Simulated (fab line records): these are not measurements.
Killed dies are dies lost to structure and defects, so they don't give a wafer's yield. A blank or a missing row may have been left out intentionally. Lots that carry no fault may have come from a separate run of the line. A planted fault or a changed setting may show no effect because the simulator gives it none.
Chamber matching + flow n5-finfet + N5_BEOL_M15_ETCH_61 on rie-diel-02: 4 sister chambers
The step etches BARC in N2/H2, target depth 89 nm, overetch 26.7 nm, time 67.9 s. 14 wafers are shown with their chamber, then 7 later ones without.

EACH WAFER AND ITS CHAMBER
| wafer  | chamber | showerhead-plenum-p-Torr (Torr) | throttle-valve-pct (%) | oes-product-au (a.u.) |
|--------|---------|---------------------------------|------------------------|-----------------------|
| L086.2 | 0       | 2.58                            | 18.00                  | 0.70                  |
| L086.4 | 3       | 2.55                            | 17.53                  | 0.67                  |
| L086.6 | 1       | 2.47                            | 17.61                  | 0.72                  |
| L089.1 | 1       | 2.47                            | 17.59                  | 0.71                  |
| L089.3 | 2       | 2.58                            | 17.71                  | 0.74                  |
| L089.4 | 3       | 2.55                            | 17.52                  | 0.67                  |
| L088.4 | 2       | 2.58                            | 17.72                  | 0.73                  |
| L088.5 | 3       | 2.55                            | 17.54                  | 0.66                  |
| L088.6 | 0       | 2.57                            | 17.99                  | 0.70                  |
| L085.2 | 2       | 2.58                            | 17.75                  | 0.74                  |
| L085.3 | 0       | 2.57                            | 18.02                  | 0.70                  |
| L085.5 | 1       | 2.47                            | 17.60                  | 0.72                  |
| L093.1 | 2       | 2.58                            | 17.74                  | 0.72                  |
| L093.4 | 3       | 2.55                            | 17.53                  | 0.67                  |

SIGNATURES (averages over the wafers above)
| reading                  | chamber 0 | chamber 1 | chamber 2 | chamber 3 | scatter within a chamber |
|--------------------------|-----------|-----------|-----------|-----------|--------------------------|
| showerhead-plenum-p-Torr | 2.5733    | 2.4700    | 2.5800    | 2.5500    | 0.00258                  |
| throttle-valve-pct       | 18.0033   | 17.6000   | 17.7300   | 17.5300   | 0.0137                   |
| oes-product-au           | 0.7000    | 0.7167    | 0.7325    | 0.6675    | 0.00645                  |
Rule: distance of a wafer from a chamber = root of the sum over the readings of ((wafer's reading minus chamber's mean) / reading's scatter) squared. If the next closest chamber is less than 2 further off than the closest, the wafer can't be placed; otherwise it belongs to the closest. The scatter is the square root of a quotient: the sum, over the shown wafers, of each reading's squared deviation from its chamber's mean, divided by wafers minus chambers.

WAFERS WITHOUT THEIR CHAMBER
| wafer  | showerhead-plenum-p-Torr (Torr) | throttle-valve-pct (%) | oes-product-au (a.u.) |
|--------|---------------------------------|------------------------|-----------------------|
| L093.5 | 2.55                            | 17.53                  | 0.67                  |
| L096.2 | 2.54                            | 17.53                  | 0.67                  |
| L096.4 | 2.58                            | 17.75                  | 0.73                  |
| L096.6 | 2.46                            | 17.61                  | 0.70                  |
| L094.1 | 2.46                            | 17.62                  | 0.70                  |
| L094.2 | 2.54                            | 17.55                  | 0.66                  |
| L094.4 | 2.57                            | 18.02                  | 0.69                  |

WHICH CHAMBER EACH ONE RAN IN
| wafer  | from the rows above | in truth |
|--------|---------------------|----------|
| L093.5 | 3                   | 3        |
| L096.2 | 3                   | 3        |
| L096.4 | 2                   | 2        |
| L096.6 | 1                   | 1        |
| L094.1 | 1                   | 1        |
| L094.2 | 3                   | 3        |
| L094.4 | 0                   | 0        |
Placed correctly: 7 of 7. Left unplaced by these rows: 0. Placed wrongly: 0.
